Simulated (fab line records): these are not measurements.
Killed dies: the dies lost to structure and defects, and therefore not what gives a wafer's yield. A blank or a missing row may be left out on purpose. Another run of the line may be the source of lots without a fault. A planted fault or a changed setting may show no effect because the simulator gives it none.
Chamber matching | flow n5-finfet | N5_FIN_SAQP_SPACER2_ETCHBACK_29 on rie-diel-04: 4 sister chambers
The step etches SiO2 in CHF3/O2, target depth 12.2 nm, time 6.1 s. 14 wafers are shown with their chamber, then 7 later ones without.

WAFERS PAIRED WITH THEIR CHAMBERS
wafer  | chamber | showerhead-plenum-p-Torr (Torr) | throttle-valve-pct (%) | rf-vpp-V (V)
L074.2 | 1       | 2.47                            | 18.99                  | 532
L074.3 | 3       | 2.49                            | 18.76                  | 526
L074.6 | 2       | 2.39                            | 18.95                  | 526
L075.1 | 0       | 2.38                            | 18.63                  | 545
L075.3 | 3       | 2.49                            | 18.76                  | 529
L075.5 | 1       | 2.46                            | 19.00                  | 531
L077.2 | 2       | 2.39                            | 18.98                  | 527
L077.3 | 3       | 2.48                            | 18.77                  | 526
L077.6 | 3       | 2.48                            | 18.76                  | 527
L081.3 | 0       | 2.38                            | 18.65                  | 544
L081.4 | 3       | 2.48                            | 18.78                  | 526
L081.6 | 0       | 2.38                            | 18.66                  | 543
L084.3 | 2       | 2.38                            | 19.01                  | 526
L084.4 | 0       | 2.38                            | 18.67                  | 542

SIGNATURES (means of the wafers above)
reading                  | chamber 0 | chamber 1 | chamber 2 | chamber 3 | scatter within a chamber
showerhead-plenum-p-Torr | 2.3800    | 2.4650    | 2.3867    | 2.4840    | 0.00486
throttle-valve-pct       | 18.6525   | 18.9950   | 18.9800   | 18.7660   | 0.0174
rf-vpp-V                 | 543.50    | 531.50    | 526.33    | 526.80    | 1.14
Rule: for each reading, subtract the chamber's mean from the wafer's reading, divide by that reading's scatter and square the result; add these up over the readings and take the root, which gives the wafer's distance from the chamber. If the next closest chamber is less than 2 further off than the closest, the wafer can't be placed; otherwise it belongs to the closest. How the scatter is found: for the shown wafers, subtract from each reading the mean of its chamber, square and add these, divide the total by (wafers less chambers), then take the root.

WAFERS MISSING THEIR CHAMBER
wafer  | showerhead-plenum-p-Torr (Torr) | throttle-valve-pct (%) | rf-vpp-V (V)
L084.6 | 2.46                            | 18.61                  | 533
L095.1 | 2.38                            | 19.04                  | 527
L095.3 | 2.47                            | 18.83                  | 527
L095.6 | 2.37                            | 18.70                  | 541
L097.1 | 2.45                            | 18.66                  | 529
L097.3 | 2.47                            | 18.84                  | 525
L097.6 | 2.47                            | 18.83                  | 527

WHICH CHAMBER EACH WENT THROUGH
wafer  | from the rows above | in truth
L084.6 | 3                   | 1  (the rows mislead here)
L095.1 | 2                   | 2
L095.3 | 3                   | 3
L095.6 | 0                   | 0
L097.1 | 3                   | 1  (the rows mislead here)
L097.3 | 3                   | 3
L097.6 | 3                   | 3
Correctly placed: 5 of 7. Not placeable from these rows: 0. Number placed wrongly: 2.
